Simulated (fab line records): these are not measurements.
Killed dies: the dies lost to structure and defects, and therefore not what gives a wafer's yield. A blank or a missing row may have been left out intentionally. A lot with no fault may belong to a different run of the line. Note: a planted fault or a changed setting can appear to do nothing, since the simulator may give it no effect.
Problem report, 8D (eight disciplines) form, completed by code -- flow nand-harc -- the parts of the form that need people (team, actions taken, sign-off) are left out

1. THE PROBLEM
Wafers without a fault read 159.5 s, standard deviation 0.38; run-length-s at NHARC_THIN_TSV_ETCH_59 reads a mean of 143.9 s on 3 wafers belonging to 2 lots. Measured from the usual mean, that is -41 standard deviations.
The step: etches the open film in Cl2/BCl3, target depth 880 nm, time 138.1 s.
Earliest sighting: wafer L608.4 on rie-metal-02 at day 29 22:16. The record has a number at this step for 42 wafers belonging to 14 lots. The rule behind "out" and "out of limits": a value lying over 4 standard deviations away from the usual mean. Any other wafer with a number is counted as sound.

2. WHAT IT IS, WHAT IT ISN'T
question,is,is not
which readings at this step,run-length-s,"chamber-pressure-mTorr, drypump-motor-current-A, oes-product-au, throttle-valve-pct"
which lots,"L608, L609","L593, L594, L595, L596, L597, L598, L599, L600, L612, L613, L615, L616"
which wafers of those lots,"L608.4, L608.6, L609.6","L608.2, L609.1, L609.3"
read on which tools,rie-metal-02,"rie-metal-01, rie-metal-03"
when,from day 29 22:16,"up to then (25 sound wafers); but 14 sound wafers of L609, L612, L613, L615, L616 came after"

3. THE SUSPECTS, EACH WITH WHAT RULES IT OUT
Counting: a tool at a process step up to the reading stays a suspect if it ran every lot that is out. Sound lots after the first of them don't rule it out here, since some wafers of a struck lot are sound.
- rie-diel-05 at NHARC_HYBRID_BOND_ACTIVATE_00 (chemistry N2, time 60 s): kept. It ran every lot that is out, first L608 (day 29 03:54); its last sound lot up to then is L600 (day 26 17:50).
- rie-metal-02 at NHARC_THIN_TSV_ETCH_59 (etches the open film in Cl2/BCl3, target depth 880 nm, time 138.1 s): kept. It ran every lot that is out, first L608 (day 29 22:16); its last sound lot up to then is L597 (day 25 11:44). On those wafers its own readings are out: run-length-s.
- At NHARC_THIN_TSV_ETCH_59 on rie-metal-02, chamber 1 took the sound wafers of the same lots and chamber 0 took the wafers that are out.
What counting leaves: rie-diel-05 at NHARC_HYBRID_BOND_ACTIVATE_00 and rie-metal-02 at NHARC_THIN_TSV_ETCH_59.

4. THE CAUSE (what the simulator had put in)
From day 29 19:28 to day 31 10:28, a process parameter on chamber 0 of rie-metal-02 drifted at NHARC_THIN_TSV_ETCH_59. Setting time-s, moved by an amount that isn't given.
After counting, 2 suspects remain, this tool included.

5. SEQUENCE OF EFFECTS, ordered by route
Each row: a reading where the mean over the struck wafers with a number is more than 3 standard deviations away from the usual. Readings are gone through only where the record gives a usual standard deviation; hours: the median, over the lots, of the time from a lot's start at the first step in this table giving one to that lot's start at this step; sigmas: the change measured in usual standard deviations.
hours,step,reading,usual,on struck wafers,change,sigmas
0,NHARC_THIN_TSV_ETCH_59,run-length-s,159.5 s,143.9,-15.6,-41
It contains these process steps:
- NHARC_THIN_TSV_ETCH_59: etches the open film in Cl2/BCl3, target depth 880 nm, time 138.1 s.
Readings that are blank on the struck wafers while sound wafers have them: bias-w at NHARC_THIN_TSV_ETCH_59.

6. HOW IT WOULD HAVE BEEN CAUGHT EARLIER
In this record no reading fell out of limits until day 29 22:16, 3 hours after the fault had begun at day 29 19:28.
